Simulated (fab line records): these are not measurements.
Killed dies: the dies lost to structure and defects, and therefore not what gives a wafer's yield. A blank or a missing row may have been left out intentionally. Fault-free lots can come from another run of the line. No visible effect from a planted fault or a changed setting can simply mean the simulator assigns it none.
Code-filled problem report in 8D (eight disciplines) form | flow nand-harc | the parts of the form that need people (team, actions taken, sign-off) are left out

## 1. THE PROBLEM
Mean of cd-nm at NHARC_P_M1_CD_MEAS_09: 166.2 nm across 9 wafers in 3 lots; on wafers with no fault it is 130.1 nm (standard deviation 0.6). That puts it +60 standard deviations away from the usual mean.
The step: target cd 130 nm.
The first sign was on wafer L790.1 at day 10 02:11, on cd-sem-01. The record holds 33 wafers of 11 lots with a number at this step. By rule, "out" or "out of limits" means more than 4 standard deviations away from the usual mean. Any other wafer with a number is counted as sound.

## 2. WHAT IT IS, AND WHAT IT ISN'T
question                    | is                     | is not
which readings at this step | cd-nm                  | -
which lots                  | L790, L792, L793       | L774, L775, L779, L781, L782, L783, L784, L796
which wafers of those lots  | all that have a number | -
read on which gauges        | cd-sem-01, cd-sem-02   | cd-sem-03
when                        | from day 10 02:11      | up to then (21 sound wafers); but 3 sound wafers of L796 came after

## 3. THE SUSPECTS, EACH WITH WHAT RULES IT OUT
Counting: a tool stays on the suspect list if, at a process step up to the reading, it processed all lots that are out and no sound lot following the first of them.
- ruled out: the gauge at NHARC_P_M1_CD_MEAS_09. Those wafers that are out were read across 2 gauges (cd-sem-01, cd-sem-02).
- litho-track-01 at NHARC_P_M1_PEB_07 (peb time 65 s): kept. It ran every lot that is out, first L790 (day 10 02:06), and no sound lot after that; its last sound lot up to then is L782 (day 7 20:56). Out on those wafers are its own readings of heater-power-total-W, plate-temp-C.
Left after counting: litho-track-01 at NHARC_P_M1_PEB_07.

## 4. THE CAUSE (what the simulator had put in)
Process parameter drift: litho-track-01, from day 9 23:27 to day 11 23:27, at NHARC_P_M1_PEB_07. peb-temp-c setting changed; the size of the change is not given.
This tool alone remained once counting was done.

## 5. SEQUENCE OF EFFECTS, ordered by route
Each row: a reading where the mean over the struck wafers with a number is more than 3 standard deviations away from the usual. Readings are gone through only where the record gives a usual standard deviation; hours: the median, over the lots, of the time from a lot's start at the first step in this table giving one to that lot's start at this step; sigmas: the change measured in usual standard deviations.
hours | step                  | reading              | usual    | on struck wafers | change | sigmas
0     | NHARC_P_M1_PEB_07     | heater-power-total-W | 156.6 W  | 186.9            | +30.3  | +74
0     | NHARC_P_M1_PEB_07     | plate-temp-C         | 100.00 C | 113.98           | +13.98 | +99 or more
0     | NHARC_P_M1_CD_MEAS_09 | cd-nm                | 130.1 nm | 166.2            | +36.1  | +60
It contains these process steps:
- NHARC_P_M1_PEB_07: peb time 65 s.
Later measuring or inspecting steps at which every struck wafer that the step has a row for has a number for every such reading, and none has moved that far: NHARC_P_M1_OVL_MEAS_10, NHARC_END_SORT_01.

## 6. HOW IT WOULD HAVE BEEN CAUGHT EARLIER
The first out-of-limits reading at a measuring or inspecting step in this record came at day 10 02:11, 3 hours after the fault's start at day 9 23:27.
Tool's own readings at NHARC_P_M1_PEB_07, heater-power-total-W, plate-temp-C: out on all struck wafers the step has rows for; an alarm limit on them would have tripped on the first.
Of the lots that are out (3), L792, L793 began NHARC_P_M1_PEB_07 on litho-track-01 after day 10 02:11. A hold on the tool at that time would have spared those 2.
